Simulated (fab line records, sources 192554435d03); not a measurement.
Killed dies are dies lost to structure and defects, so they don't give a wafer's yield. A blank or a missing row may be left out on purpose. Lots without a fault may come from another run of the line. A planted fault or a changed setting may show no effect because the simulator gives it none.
Problem report in the 8D (eight disciplines) form, filled by code | flow n5_finfet | the parts of the form that need people (team, actions taken, sign-off) are left out

1. THE PROBLEM
HK_THK at N5_HKMG_FIN_THK_MEAS_70 reads a mean of 2.637 nm on 1 wafer of 1 lot; wafers without a fault read 1.621 nm with a standard deviation of 0.02. That is +51 standard deviations from the usual mean.
The step: measures by xrf.
First seen on wafer L836.5, day 8 05:59, on film_metro-01. The record holds 9 wafers of 3 lots with a number at this step. Rule for "out", or "out of limits": more than 4 standard deviations from the usual mean. The other wafers with a number count as sound.

2. WHAT IT IS AND WHAT IT IS NOT
question                    | is               | is not
which readings at this step | HK_THK           | -
which lots                  | L836             | L830, L842
which wafers of those lots  | L836.5           | L836.3, L836.6
read on which gauges        | film_metro-01    | -
when                        | from day 8 05:59 | up to then (5 sound wafers); but 3 sound wafers of L842 came after

3. SUSPECTS, AND WHAT RULES EACH OUT
Counting: a tool at a process step up to the reading stays a suspect if it ran every lot that is out. Sound lots after the first of them don't rule it out here, since some wafers of a struck lot are sound.
- the gauge at N5_HKMG_FIN_THK_MEAS_70: ruled out. All the wafers that are out were read on film_metro-01, but those of them that N5_BEOL_M4_RC_MEAS_101 has rows for are out there too, on other tools.
- ald_hk-01 at N5_HKMG_FIN_HK_ALD_01 (deposits HfO2, target thk 1.6 nm, pulse time 3 s, purge time 3 s): kept. It ran the lot that is out, L836 (day 8 02:16); its last sound lot up to then is L830 (day 6 15:50).
Left after counting: ald_hk-01 at N5_HKMG_FIN_HK_ALD_01.

4. THE CAUSE (what the simulator had put in)
Process parameter drift: ald_hk-01, from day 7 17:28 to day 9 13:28, at N5_HKMG_FIN_HK_ALD_01. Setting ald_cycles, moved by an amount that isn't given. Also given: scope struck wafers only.
Counting left only this tool.

5. THE CHAIN OF EFFECTS, in route order
Each row: a reading whose mean over the struck wafers that have a number lies more than 3 standard deviations from the usual. Only readings for which the record gives a usual standard deviation are gone through. hours: the time from each lot's start at the first step in this table that gives one to its start at this step, as a median over the lots. sigmas: the change in usual standard deviations.
hours | step                    | reading | usual        | on struck wafers | change  | sigmas
0     | N5_HKMG_FIN_THK_MEAS_70 | HK_THK  | 1.621 nm     | 2.637            | +1.016  | +51
153   | N5_BEOL_M4_RC_MEAS_101  | EOT_N   | 10.48        | 12.37            | +1.89   | +17
153   | N5_BEOL_M4_RC_MEAS_101  | EOT_P   | 10.43        | 12.30            | +1.87   | +17
153   | N5_BEOL_M4_RC_MEAS_101  | IGATE_N | 0.0140 nA/um | 0.0000           | -0.0140 | -5.2
153   | N5_BEOL_M4_RC_MEAS_101  | IGATE_P | 0.0042 nA/um | 0.0000           | -0.0042 | -5.2

6. WHAT WOULD HAVE CAUGHT IT SOONER
In this record the first reading out of limits at a measuring or inspecting step was taken at day 8 05:59, 13 hours after the fault began at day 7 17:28.
Of the tool readings at N5_HKMG_FIN_HK_ALD_01 for which the record gives a usual standard deviation, none was out on any struck wafer, so an alarm limit of 4 standard deviations on them would not have fired.
All the lots that are out (1) had begun N5_HKMG_FIN_HK_ALD_01 on ald_hk-01 by day 8 05:59. A hold on the tool at that time would have spared none of them.
